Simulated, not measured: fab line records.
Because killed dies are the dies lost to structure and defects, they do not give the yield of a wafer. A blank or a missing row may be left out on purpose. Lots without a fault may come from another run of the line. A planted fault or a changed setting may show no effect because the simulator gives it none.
Which tool is to blame? + flow nand_harc + 11 lots with 33 wafers sampled at 7 steps, on a route of 1302 steps

## WHAT THE GAUGES SHOWED, per wafer
NHARC_P_ZERO_WELL_CD_MEAS_11: the cd target is 500 nm. Usual: cd_nm 501 nm, standard deviation 4.1.
| lot  | measured     | on        | cd_nm (nm)  | flag |
|------|--------------|-----------|-------------|------|
| L120 | day 2 17:08  | cd_sem-01 | 507 504 507 |      |
| L122 | day 3 13:07  | cd_sem-02 | 499 501 501 |      |
| L123 | day 3 23:15  | cd_sem-02 | 496 500 502 |      |
| L125 | day 4 19:07  | cd_sem-02 | 507 505 506 |      |
| L127 | day 5 15:16  | cd_sem-01 | 506 503 501 |      |
| L132 | day 7 17:14  | cd_sem-03 | 504 506 507 |      |
| L133 | day 8 03:07  | cd_sem-01 | 506 505 502 |      |
| L135 | day 8 23:14  | cd_sem-03 | 500 497 502 |      |
| L139 | day 10 15:14 | cd_sem-03 | 496 494 496 |      |
| L140 | day 11 01:16 | cd_sem-03 | 501 497 497 |      |
| L141 | day 11 11:11 | cd_sem-01 | 506 502 506 |      |

NHARC_P_ZERO_WELL_INSPECT_43. Usual: raw_defect_count 13, standard deviation 5.4.
| lot  | measured     | on                | raw_defect_count | flag |
|------|--------------|-------------------|------------------|------|
| L120 | day 2 23:34  | defect_inspect-02 | 7 14 10          |      |
| L122 | day 3 19:21  | defect_inspect-01 | 16 13 14         |      |
| L123 | day 4 05:49  | defect_inspect-02 | 35 13 15         |      |
| L125 | day 5 01:28  | defect_inspect-02 | 6 19 15          |      |
| L127 | day 5 21:37  | defect_inspect-02 | 13 10 17         |      |
| L132 | day 7 23:43  | defect_inspect-02 | 6 13 11          |      |
| L133 | day 8 09:25  | defect_inspect-01 | 960 941 952      | OFF  |
| L135 | day 9 05:34  | defect_inspect-02 | 981 923 938      | OFF  |
| L139 | day 10 22:12 | defect_inspect-01 | 11 5 14          |      |
| L140 | day 11 07:50 | defect_inspect-02 | 14 15 5          |      |
| L141 | day 11 17:44 | defect_inspect-02 | 6 11 10          |      |

NHARC_P_STI_INSPECT_11. Usual: raw_defect_count 5.2, standard deviation 2.7.
| lot  | measured     | on                | raw_defect_count | flag |
|------|--------------|-------------------|------------------|------|
| L120 | day 3 16:33  | defect_inspect-02 | 6 5 7            |      |
| L122 | day 4 13:46  | defect_inspect-02 | 5 2 4            |      |
| L123 | day 4 21:41  | defect_inspect-02 | 5 1 5            |      |
| L125 | day 5 17:08  | defect_inspect-02 | 9 7 5            |      |
| L127 | day 6 16:45  | defect_inspect-02 | 3 2 8            |      |
| L132 | day 8 15:20  | defect_inspect-01 | 3 2 2            |      |
| L133 | day 9 02:17  | defect_inspect-02 | 937 914 924      | OFF  |
| L135 | day 9 22:05  | defect_inspect-02 | 987 920 934      | OFF  |
| L139 | day 11 16:41 | defect_inspect-02 | 6 9 6            |      |
| L140 | day 12 04:51 | defect_inspect-01 | 7 5 3            |      |
| L141 | day 12 09:05 | defect_inspect-02 | 12 10 8          |      |

NHARC_END_SORT_01. Usual: killed_at_array 52, standard deviation 19; killed_at_other 1.0, standard deviation 1.2; killed_at_periphery 4.1, standard deviation 2.8; killed_dies 57, standard deviation 19; killed_open 3.1, standard deviation 1.7; killed_short 2.5, standard deviation 1.5.
| lot  | measured     | on        | killed_at_array | killed_at_other | killed_at_periphery | killed_dies | killed_open | killed_short | flag |
|------|--------------|-----------|-----------------|-----------------|---------------------|-------------|-------------|--------------|------|
| L132 | day 29 23:15 | prober-01 | 41 52 33        | 0 0 0           | 1 3 4               | 42 55 37    | 0 6 4       | 1 1 4        |      |
| L133 | day 29 21:42 | prober-02 | 24 28 45        | 0 1 1           | 68 84 99            | 92 113 145  | 4 6 6       | 2 2 4        | OFF  |
| L135 | day 30 22:24 | prober-02 | 50 37 34        | 7 2 4           | 72 104 93           | 129 143 131 | 2 7 4       | 2 3 2        | OFF  |

## EACH LOT AND THE TOOL THAT RAN IT (in order: tool; ch and the chambers of the sampled wafers; start)
| lot  | NHARC_P_ZERO_WELL_ETCH_65          | NHARC_P_ZERO_WELL_ETCH_63        | NHARC_P_STI_ETCH_42                |
|------|------------------------------------|----------------------------------|------------------------------------|
| L120 | rie_diel-04 ch 1,2, day 2 17:22    | rie_si-01 ch 1,3, day 2 17:32    | rie_diel-03 ch 0,2,3, day 3 16:47  |
| L122 | rie_diel-04 ch 0,3, day 3 13:22    | rie_si-06 ch 0,1, day 3 13:33    | rie_diel-03 ch 0,3, day 4 13:59    |
| L123 | rie_diel-12 ch 0,1,3, day 3 23:38  | rie_si-04 ch 0,2, day 3 23:49    | rie_diel-11 ch 0,1,3, day 4 21:55  |
| L125 | rie_diel-04 ch 0,1,2, day 4 19:22  | rie_si-04 ch 1,2, day 4 19:32    | rie_diel-09 ch 1,2, day 5 17:22    |
| L127 | rie_diel-05 ch 0,1,3, day 5 15:31  | rie_si-06 ch 0,1,3, day 5 15:41  | rie_diel-11 ch 0,2,3, day 6 16:58  |
| L132 | rie_diel-05 ch 1,3, day 7 17:29    | rie_si-06 ch 0,2,3, day 7 17:40  | rie_diel-09 ch 1,2,3, day 8 15:34  |
| L133 | rie_diel-04 ch 1,2,3, day 8 03:27  | rie_si-06 ch 0,1,2, day 8 03:37  | rie_diel-03 ch 0,2,3, day 9 02:30  |
| L135 | rie_diel-05 ch 0,2,3, day 8 23:29  | rie_si-06 ch 0,2,3, day 8 23:39  | rie_diel-11 ch 0,2,3, day 9 22:18  |
| L139 | rie_diel-04 ch 0,1,2, day 10 15:29 | rie_si-01 ch 0,1, day 10 15:40   | rie_diel-03 ch 2,3, day 11 16:54   |
| L140 | rie_diel-05 ch 0,1,2, day 11 01:32 | rie_si-01 ch 0,1,3, day 11 01:44 | rie_diel-09 ch 0,1,2, day 12 05:04 |
| L141 | rie_diel-12 ch 0,2,3, day 11 11:28 | rie_si-04 ch 0,3, day 11 11:38   | rie_diel-11 ch 1,2, day 12 09:18   |
- NHARC_P_ZERO_WELL_ETCH_65: etches the open film in N2/H2, target depth 80 nm, overetch 24 nm, time 87.88 s.
- NHARC_P_ZERO_WELL_ETCH_63: etches the open film in HBr/Cl2, target depth 120 nm, time 40.1 s.
- NHARC_P_STI_ETCH_42: etches the open film in N2/H2, target depth 80 nm, overetch 24 nm, time 61 s.

## WHAT THE TOOLS THEMSELVES READ (means of the sampled wafers that have a number; where no wafer has one, the mark that the record gives instead)
NHARC_P_ZERO_WELL_ETCH_65. Usual: drypump_motor_current_A 5.82 A, standard deviation 0.26; oes_product_au 1.000 a.u., standard deviation 0.014; rf_vpp_V 430.9 V, standard deviation 2.2; showerhead_plenum_p_Torr 2.06 Torr, standard deviation 0.073; throttle_valve_pct 14.172 %, standard deviation 0.009.
| lot  | tool        | drypump_motor_current_A (A) | oes_product_au (a.u.) | rf_vpp_V (V) | showerhead_plenum_p_Torr (Torr) | throttle_valve_pct (%) | flag |
|------|-------------|-----------------------------|-----------------------|--------------|---------------------------------|------------------------|------|
| L120 | rie_diel-04 | 5.78                        | 1.007                 | 434.4        | 2.15                            | 14.177                 |      |
| L122 | rie_diel-04 | 5.67                        | 1.020                 | 430.8        | 2.06                            | 14.174                 |      |
| L123 | rie_diel-12 | 5.75                        | 0.995                 | 429.6        | 2.02                            | 14.184                 |      |
| L125 | rie_diel-04 | 5.92                        | 1.001                 | 433.3        | 2.13                            | 14.167                 |      |
| L127 | rie_diel-05 | 5.75                        | 1.001                 | 428.4        | 1.99                            | 14.171                 |      |
| L132 | rie_diel-05 | 5.96                        | 0.995                 | 429.4        | 1.96                            | 14.168                 |      |
| L133 | rie_diel-04 | 5.78                        | 1.011                 | 431.8        | 2.11                            | 14.167                 |      |
| L135 | rie_diel-05 | 5.74                        | 0.983                 | 429.8        | 2.01                            | 14.167                 |      |
| L139 | rie_diel-04 | 5.92                        | 1.002                 | 432.0        | 2.12                            | 14.167                 |      |
| L140 | rie_diel-05 | 5.86                        | 0.999                 | 428.5        | 1.99                            | 14.174                 |      |
| L141 | rie_diel-12 | 5.74                        | 0.986                 | 429.4        | 2.00                            | 14.177                 |      |

NHARC_P_ZERO_WELL_ETCH_63. Usual: drypump_motor_current_A 5.5 A, standard deviation 0.61; oes_product_au 1.004 a.u., standard deviation 0.012; throttle_valve_pct 26.405 %, standard deviation 0.0088.
| lot  | tool      | drypump_motor_current_A (A) | oes_product_au (a.u.) | throttle_valve_pct (%) | flag |
|------|-----------|-----------------------------|-----------------------|------------------------|------|
| L120 | rie_si-01 | 5.6                         | 1.016                 | 26.408                 |      |
| L122 | rie_si-06 | 5.4                         | 1.003                 | 26.403                 |      |
| L123 | rie_si-04 | 6.2                         | 0.997                 | 26.409                 |      |
| L125 | rie_si-04 | 5.1                         | 0.998                 | 26.411                 |      |
| L127 | rie_si-06 | 5.3                         | 0.995                 | 26.407                 |      |
| L132 | rie_si-06 | 5.4                         | 1.001                 | 26.403                 |      |
| L133 | rie_si-06 | 5.5                         | 0.998                 | 26.400                 |      |
| L135 | rie_si-06 | 5.3                         | 0.996                 | 26.404                 |      |
| L139 | rie_si-01 | 5.9                         | 1.009                 | 26.399                 |      |
| L140 | rie_si-01 | 5.6                         | 1.016                 | 26.398                 |      |
| L141 | rie_si-04 | 5.4                         | 0.991                 | 26.398                 |      |

NHARC_P_STI_ETCH_42. Usual: drypump_motor_current_A 5.6 A, standard deviation 0.38; oes_product_au 0.997 a.u., standard deviation 0.014; rf_vpp_V 430.4 V, standard deviation 2.7; showerhead_plenum_p_Torr 2.03 Torr, standard deviation 0.094; throttle_valve_pct 14.171 %, standard deviation 0.011.
| lot  | tool        | drypump_motor_current_A (A) | oes_product_au (a.u.) | rf_vpp_V (V) | showerhead_plenum_p_Torr (Torr) | throttle_valve_pct (%) | flag |
|------|-------------|-----------------------------|-----------------------|--------------|---------------------------------|------------------------|------|
| L120 | rie_diel-03 | 5.6                         | 0.998                 | 428.6        | 1.96                            | 14.168                 |      |
| L122 | rie_diel-03 | 5.8                         | 1.000                 | 427.6        | 1.94                            | 14.168                 |      |
| L123 | rie_diel-11 | 5.6                         | 1.022                 | 430.3        | 2.02                            | 14.180                 |      |
| L125 | rie_diel-09 | 5.4                         | 1.005                 | 434.3        | 2.18                            | 14.177                 |      |
| L127 | rie_diel-11 | 5.8                         | 1.014                 | 430.0        | 2.01                            | 14.166                 |      |
| L132 | rie_diel-09 | 5.6                         | 0.986                 | 434.1        | 2.18                            | 14.173                 |      |
| L133 | rie_diel-03 | 5.6                         | 0.990                 | 427.7        | 1.95                            | 14.169                 |      |
| L135 | rie_diel-11 | 5.8                         | 1.009                 | 429.0        | 2.01                            | 14.167                 |      |
| L139 | rie_diel-03 | 5.7                         | 0.982                 | 428.1        | 1.94                            | 14.174                 |      |
| L140 | rie_diel-09 | 5.5                         | 0.985                 | 433.5        | 2.13                            | 14.175                 |      |
| L141 | rie_diel-11 | 5.6                         | 1.000                 | 429.5        | 2.02                            | 14.166                 |      |

## THE ANSWER, worked out from the rows above alone
Rule: take the mean of a lot's wafers that have a number; if it is more than 3 standard deviations from the usual mean, the lot is off. A lot without any number at a reading at which 4 lots or more have one is off too. The other lots that the step has rows for count as sound. After the gauges, taken in route order, come the tools' own readings; for these a lot's mean is taken, as printed above. At the first step where some lot is off, the reading lying furthest off is the one used; lots without a number count as furthest.
Off at NHARC_P_ZERO_WELL_INSPECT_43 (raw_defect_count): L133, L135.
If a tool, at a process step before that reading, ran all the lots that are off and no sound lot after the first of them, it fits. Not tried: the gauges at NHARC_P_ZERO_WELL_INSPECT_43; whatever is off there is also off at NHARC_END_SORT_01, on other tools, and gauge error can't account for it. One fits: rie_si-06 at NHARC_P_ZERO_WELL_ETCH_63. A fault onset in the window from L132 (day 7 17:40, its last sound lot) to L133 (day 8 03:37, its first lot off) fits.

## WHAT THE SIMULATOR HAD INSERTED
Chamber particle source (rie_si-06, NHARC_P_ZERO_WELL_ETCH_63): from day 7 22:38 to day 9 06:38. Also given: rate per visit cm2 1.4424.
Lots struck among those shown: L133, L135. Same finding as the rule above.
